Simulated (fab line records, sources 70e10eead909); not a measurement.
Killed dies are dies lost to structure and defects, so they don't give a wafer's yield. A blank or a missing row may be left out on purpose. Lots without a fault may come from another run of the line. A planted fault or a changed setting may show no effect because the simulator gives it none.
Chamber matching | flow nand_harc | NHARC_A_STAIRCASE_TRIM_229 on rie_diel-04: 4 sister chambers
The step chemistry O2, time 211.2 s. 20 wafers are shown with their chamber, then 10 later ones without.

WAFERS WITH THEIR CHAMBER
wafer  | chamber | showerhead_plenum_p_Torr (Torr) | drypump_motor_current_A (A) | oes_product_au (a.u.)
L074.3 | 1       | 3.49                            | 5.48                        | 0.998
L074.4 | 2       | 3.78                            | 5.61                        | 1.004
L074.5 | 3       | 3.65                            | 5.97                        | 0.981
L077.1 | 2       | 3.78                            | 5.63                        | 1.006
L077.4 | 3       | 3.64                            | 5.97                        | 0.992
L077.5 | 1       | 3.49                            | 5.48                        | 0.995
L081.2 | 3       | 3.64                            | 5.96                        | 0.997
L081.4 | 3       | 3.64                            | 6.01                        | 0.988
L081.6 | 1       | 3.48                            | 5.53                        | 0.982
L088.1 | 1       | 3.48                            | 5.51                        | 0.987
L088.3 | 3       | 3.64                            | 6.00                        | 0.999
L088.6 | 1       | 3.48                            | 5.51                        | 0.997
L085.1 | 2       | 3.77                            | 5.63                        | 1.011
L085.2 | 3       | 3.63                            | 5.97                        | 0.987
L085.3 | 0       | 3.61                            | 5.73                        | 0.994
L091.3 | 2       | 3.77                            | 5.64                        | 1.012
L091.4 | 1       | 3.47                            | 5.47                        | 0.995
L091.5 | 0       | 3.61                            | 5.70                        | 0.992
L090.1 | 3       | 3.63                            | 5.93                        | 0.981
L090.4 | 2       | 3.77                            | 5.62                        | 1.007

SIGNATURES (means of the wafers above)
reading                  | chamber 0 | chamber 1 | chamber 2 | chamber 3 | scatter within a chamber
showerhead_plenum_p_Torr | 3.6100    | 3.4817    | 3.7740    | 3.6386    | 0.00656
drypump_motor_current_A  | 5.7150    | 5.4967    | 5.6260    | 5.9729    | 0.0221
oes_product_au           | 0.99300   | 0.99233   | 1.00800   | 0.98929   | 0.0059
Rule: a wafer's distance from a chamber is the root of the sum, over the readings, of the square of ((its reading less the chamber's mean) divided by the reading's scatter). The wafer belongs to the nearest chamber; if the next one is less than 2 further off, it can't be placed. The scatter: the root of (the sum of the squares of (reading less its chamber's mean) over the shown wafers, divided by (wafers less chambers)).

WAFERS WITHOUT THEIR CHAMBER
wafer  | showerhead_plenum_p_Torr (Torr) | drypump_motor_current_A (A) | oes_product_au (a.u.)
L090.5 | 3.77                            | 5.61                        | 1.009
L093.1 | 3.47                            | 5.50                        | 1.005
L093.3 | 3.61                            | 5.71                        | 0.998
L093.5 | 3.63                            | 6.00                        | 0.991
L097.1 | 3.62                            | 5.98                        | 0.986
L097.2 | 3.61                            | 5.73                        | 0.989
L097.6 | 3.47                            | 5.51                        | 0.998
L096.2 | 3.47                            | 5.48                        | 0.992
L096.4 | 3.76                            | 5.63                        | 0.995
L096.5 | 3.76                            | 5.62                        | 0.995

WHICH CHAMBER EACH WENT THROUGH
wafer  | from the rows above | in truth
L090.5 | 2                   | 2
L093.1 | 1                   | 1
L093.3 | 0                   | 0
L093.5 | 3                   | 3
L097.1 | 3                   | 3
L097.2 | 0                   | 0
L097.6 | 1                   | 1
L096.2 | 1                   | 1
L096.4 | 2                   | 2
L096.5 | 2                   | 2
Placed correctly: 10 of 10. Can't be placed from these rows: 0. Placed wrongly: 0.
